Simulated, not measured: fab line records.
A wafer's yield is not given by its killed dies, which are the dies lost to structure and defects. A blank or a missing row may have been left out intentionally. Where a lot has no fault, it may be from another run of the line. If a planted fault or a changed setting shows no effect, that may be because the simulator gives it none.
The tool behind it: which one? || flow nandHarc || 33 wafers sampled from 11 lots at 1 step of a route of 1159

WHAT THE GAUGES READ, wafer by wafer
NHARC_A_CONTACT_CD_MEAS_08: target cd 100 nm.
{"lot": "L075", "measured": "day 17 14:04", "on": "cdSem-02", "cdNm (nm)": "100.0 99.7 100.5"}
{"lot": "L076", "measured": "day 17 17:11", "on": "cdSem-01", "cdNm (nm)": "100.8 101.3 101.1"}
{"lot": "L081", "measured": "day 18 17:19", "on": "cdSem-01", "cdNm (nm)": "100.2 100.5 100.0"}
{"lot": "L079", "measured": "day 19 00:32", "on": "cdSem-03", "cdNm (nm)": "99.2 99.9 99.6"}
{"lot": "L082", "measured": "day 19 07:08", "on": "cdSem-01", "cdNm (nm)": "99.9 99.6 100.1"}
{"lot": "L085", "measured": "day 19 21:38", "on": "cdSem-03", "cdNm (nm)": "99.5 100.1 100.8"}
{"lot": "L087", "measured": "day 20 08:17", "on": "cdSem-01", "cdNm (nm)": "99.5 99.8 99.4"}
{"lot": "L090", "measured": "day 21 07:41", "on": "cdSem-01", "cdNm (nm)": "100.2 99.6 99.5"}
{"lot": "L091", "measured": "day 21 18:47", "on": "cdSem-03", "cdNm (nm)": "100.4 100.5 100.5"}
{"lot": "L096", "measured": "day 22 11:02", "on": "cdSem-02", "cdNm (nm)": "99.1 99.5 99.0"}
{"lot": "L095", "measured": "day 22 16:19", "on": "cdSem-02", "cdNm (nm)": "100.0 100.3 100.0"}

WHICH TOOL RAN EACH LOT (tool, then ch and the chambers of the sampled wafers, then the start)
Before these readings, the record contains no process step.

THE ANSWER, worked out from the rows above alone
Rule: what is usual is taken from the lots themselves. The widest of any qualifying gaps counts: lots, ordered by their means at a reading, are off when they make up no more than a third of the lots, leave a main group of 4 or more, and stand apart from it by 3 or more times the standard deviation of that group's means. If all means in a main group match to the digits the tables above print for the reading, that group is not used. Also off: a lot with no number at a reading for which 4 or more lots have one. The other lots that the step has rows for count as sound.
No lot is off at any reading shown: from this, nothing can be told.

WHAT WAS PUT IN BY THE SIMULATOR
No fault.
